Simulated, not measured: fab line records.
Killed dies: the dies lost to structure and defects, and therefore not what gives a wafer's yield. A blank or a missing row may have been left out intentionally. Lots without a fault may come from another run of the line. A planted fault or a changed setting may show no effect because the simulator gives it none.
Matching of chambers    flow nandHarc    rieDiel-01 running NHARC_A_CHANNEL_HOLE_D1_DESCUM_15: 4 sister chambers
The step chemistry O2, time 3 s. 16 wafers are shown with their chamber, then 8 later ones without.

## WAFERS, EACH WITH ITS CHAMBER
wafer   chamber  showerheadPlenumPTorr (Torr)  drypumpMotorCurrentA (A)  rfVppV (V)
L985.1  3        1.87                          5.2                       57.2
L985.4  2        1.78                          5.5                       56.8
L985.5  2        1.78                          5.4                       56.8
L989.2  3        1.87                          5.3                       58.0
L989.3  2        1.78                          5.5                       56.7
L989.4  1        2.02                          6.5                       58.8
L999.2  0        1.78                          5.1                       57.2
L999.3  1        2.02                          6.5                       58.2
L999.5  2        1.77                          5.4                       57.5
L100.2  1        2.02                          6.5                       58.5
L100.3  0        1.78                          5.1                       57.8
L100.4  2        1.77                          5.5                       59.0
L101.2  3        1.87                          5.3                       58.3
L101.3  0        1.78                          5.1                       58.0
L101.6  3        1.87                          5.2                       58.3
L103.3  2        1.77                          5.4                       56.8

SIGNATURES (averages over the wafers above)
reading                chamber 0  chamber 1  chamber 2  chamber 3  scatter within a chamber
showerheadPlenumPTorr  1.7800     2.0200     1.7750     1.8700     0.00354
drypumpMotorCurrentA   5.100      6.500      5.450      5.250      0.0456
rfVppV                 57.667     58.500     57.267     57.950     0.669
Rule: a wafer's distance from a chamber is the root of the sum, over the readings, of the square of ((its reading less the chamber's mean) divided by the reading's scatter). If the next closest chamber is less than 2 further off than the closest, the wafer can't be placed; otherwise it belongs to the closest. How the scatter is found: for the shown wafers, subtract from each reading the mean of its chamber, square and add these, divide the total by (wafers less chambers), then take the root.

## WAFERS WHOSE CHAMBER IS MISSING
wafer   showerheadPlenumPTorr (Torr)  drypumpMotorCurrentA (A)  rfVppV (V)
L103.5  1.78                          5.1                       57.5
L103.6  1.87                          5.3                       57.6
L107.1  1.86                          5.2                       57.3
L107.2  1.78                          5.1                       59.6
L107.6  2.02                          6.5                       57.9
L108.1  1.78                          5.1                       56.7
L108.3  1.77                          5.4                       57.2
L108.5  1.86                          5.2                       56.6

## CHAMBER TAKEN BY EACH
wafer   from the rows above  in truth
L103.5  0                    0
L103.6  3                    3
L107.1  3                    3
L107.2  0                    0
L107.6  1                    1
L108.1  0                    0
L108.3  2                    2
L108.5  3                    3
8 of 8 placed correctly. Not placeable from these rows: 0. 0 placed wrongly.
